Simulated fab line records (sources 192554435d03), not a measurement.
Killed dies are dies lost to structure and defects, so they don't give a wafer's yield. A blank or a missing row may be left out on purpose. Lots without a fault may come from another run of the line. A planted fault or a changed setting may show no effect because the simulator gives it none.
A struck lot beside a sound one	flow n5 finfet	23 steps out of a route of 1938
Sound: these wafers, L605.3, L605.5, L605.6. Wafers L611.1, L611.3, L611.4 were the ones struck. The cause is given at the end.
At each step with rows: each side's tool, then ch and its chambers, then its first start. Under that, the readings that differ: sound wafers	struck wafers	difference of the means	sigmas: that difference in standard deviations of wafers without a fault.
alike: same words and numbers on both sides, and readings whose means sit less than 2 such deviations apart. not compared: any withheld reading, any reading some wafer has no value for, any bound like >300 that may hide the same value, and any number with overlapping values for which the record gives no deviation.
The two part at a step that has a row with sigmas, a row that says differs or no value, or rows on one side only. When numbers do not overlap yet have no deviation, they are printed without sigmas and do not part them. A reading that every wafer of one side lacks parts them only if that side has two wafers or more.

first, 6 steps without rows for these wafers: N5_BEOL_M0_SAQP_DESCUM_19 (chemistry O2, time 7.9 s); N5_BEOL_M0_SAQP_ETCH_83 (etches SiARC in CF4, target depth 39 nm, time 65 s); N5_BEOL_M0_SAQP_ETCH_84 (etches SOC in N2/H2, target depth 100 nm, overetch 20 nm, time 150 s); N5_BEOL_M0_SAQP_STRIP_80 (strips in N2/H2); N5_BEOL_M0_SAQP_HM_OPEN_112 (chemistry CHF3/O2, target SiO2, stops on a-Si, target depth 12 nm, time 13.5 s); N5_BEOL_M0_SAQP_STRIP_113 (strips in CHF3/O2).
N5_BEOL_M0_SAQP_MANDREL_ETCH_20: etches a-Si in HBr/Cl2, stops on SiNx, target depth 60 nm, bt time 10 s, time 30 s.
  sound on rie si-06 ch 2,3, day 7 04:59; struck on rie si-04 ch 0,1,2, day 8 20:11
  alike: drypump motor current A, oes product au, throttle valve pct
  not compared: rf hours counter h
N5_BEOL_M0_SAQP_STRIP_86: strips in N2/H2.
  sound on rie diel-03 ch 0,2,3, day 7 05:05; struck on rie diel-01 ch 0,1,2, day 8 20:32
reading	sound	struck	difference	sigmas
showerhead plenum p Torr (Torr)	3.40 3.42 3.56	3.27 3.24 3.28	-0.20	-2
  alike: bias power w, drypump motor current A, oes product au, rf vpp V, throttle valve pct
  not compared: rf hours counter h
then, 2 steps without rows for these wafers: N5_BEOL_M0_SAQP_STRIP_115 (strips in post etch residue remover, time 60 s); N5_BEOL_M0_SAQP_SRD_93 (time 30 s).
N5_BEOL_M0_SAQP_RECESS_114: chemistry HF/NH3, target SiO2, target depth 14.4 nm, afs cycles 3, sublimation time 60 s.
  sound on vapor etch-02 ch 0,1, day 7 05:28; struck on vapor etch-02 ch 0,1, day 8 20:40
  alike: drypump motor current A
N5_BEOL_M0_SAQP_SPACER1_ALD_98: deposits SiO2, target thk 12.8 nm, pulse time 1 s, purge time 2 s.
  sound on ald sin-01 ch 2,3, day 7 05:44; struck on ald sin-01 ch 1,2,3, day 8 21:25
  alike: heater power w, precursor pulse height rel
N5_BEOL_M0_SAQP_SPACER1_ETCHBACK_99: etches SiO2 in CHF3/O2, target depth 15.4 nm, time 7.7 s.
  sound on rie diel-05 ch 0,1, day 7 06:13; struck on rie diel-03 ch 0,1,3, day 8 22:00
  no value came back on the struck wafers for any of 7 readings (CHF3_flow_sccm (sccm), O2_flow_sccm (sccm) and others); on the sound wafers CHF3_flow_sccm (sccm) reads 50.12 50.14 49.86
  not compared: rf hours counter h
N5_BEOL_M0_SAQP_MANDREL1_REMOVE_100: chemistry HBr/Cl2/O2, target a-Si, stops on SiNx, bt time 10 s.
  sound on rie si-04 ch 0,3, day 7 06:18; struck on rie si-05 ch 0,1,3, day 8 22:05
reading	sound	struck	difference	sigmas
oes product au (a.u.)	1.009 0.985 1.007	0.374 0.369 0.366	-0.631	-32
  alike: drypump motor current A, throttle valve pct
  not compared: rf hours counter h
N5_BEOL_M0_SAQP_CD_MEAS_25: the cd target is 13.1 nm.
  sound on cd sem-02 ch 0, day 7 06:25; struck on cd sem-02 ch 0, day 8 22:11
reading	sound	struck	difference	sigmas
cd nm (nm)	12.72 12.65 12.44	- - -	no value on the struck wafers	
N5_BEOL_M0_SAQP_ETCH_101: etches SiNx in CH3F/O2, target depth 29.9 nm, time 42.7 s.
  sound on rie diel-05 ch 0,1,2, day 7 06:40; struck on rie diel-03 ch 0,1,2, day 8 22:16
reading	sound	struck	difference	sigmas
oes product au (a.u.)	0.86 0.71 0.65	0.28 0.32 0.29	-0.44	-5
  alike: drypump motor current A, rf vpp V, showerhead plenum p Torr, throttle valve pct
  not compared: rf hours counter h
N5_BEOL_M0_SAQP_ETCH_102: etches SiO2 in CF4, target depth 4 nm, time 4.4 s.
  sound on rie si-05 ch 0,2,3, day 7 06:46; struck on rie si-06 ch 1,2,3, day 8 22:22
  alike: cf4 flow sccm, drypump motor current A, oes product au, throttle valve pct
  not compared: rf hours counter h
N5_BEOL_M0_SAQP_MANDREL_ETCH_103: etches a-Si in HBr/Cl2, stops on SiCN, target depth 45 nm, bt time 10 s, time 27 s.
  sound on rie si-05 ch 0,2,3, day 7 06:49; struck on rie si-06 ch 1,2,3, day 8 22:24
reading	sound	struck	difference	sigmas
oes product au (a.u.)	0.677 0.665 0.672	0.285 0.284 0.285	-0.387	-30
  alike: drypump motor current A, throttle valve pct
  not compared: rf hours counter h
then, 2 steps without rows for these wafers: N5_BEOL_M0_SAQP_RECESS_104 (chemistry HF/NH3, target SiO2, target depth 18 nm, afs cycles 3, sublimation time 60 s); N5_BEOL_M0_SAQP_COAT_105 (time 60 s, resist thk 100 nm).
N5_BEOL_M0_SAQP_ETCH_106: etches SOC in N2/H2, stops on SiNx, target depth 150 nm.
  sound on rie diel-01 ch 0,3, day 7 07:21; struck on rie diel-01 ch 0,2,3, day 8 22:58
reading	sound	struck	difference	sigmas
oes product au (a.u.)	0.86 0.87 0.91	0.33 0.32 0.33	-0.55	-7
  alike: drypump motor current A, rf vpp V, showerhead plenum p Torr, throttle valve pct
  not compared: rf hours counter h
then, 1 step without rows for these wafers: N5_BEOL_M0_SAQP_ETCH_107 (etches SiNx in CH3F/O2, target depth 30 nm).
N5_BEOL_M4_RC_MEAS_101:
  the record has rows for the sound wafers here (prober-02 ch 0, day 9 15:52) and none for the struck ones

== WHERE THEY PART ==
First at N5_BEOL_M0_SAQP_STRIP_86; last, within this record, at N5_BEOL_M4_RC_MEAS_101.

WHY: whatever the simulator had introduced
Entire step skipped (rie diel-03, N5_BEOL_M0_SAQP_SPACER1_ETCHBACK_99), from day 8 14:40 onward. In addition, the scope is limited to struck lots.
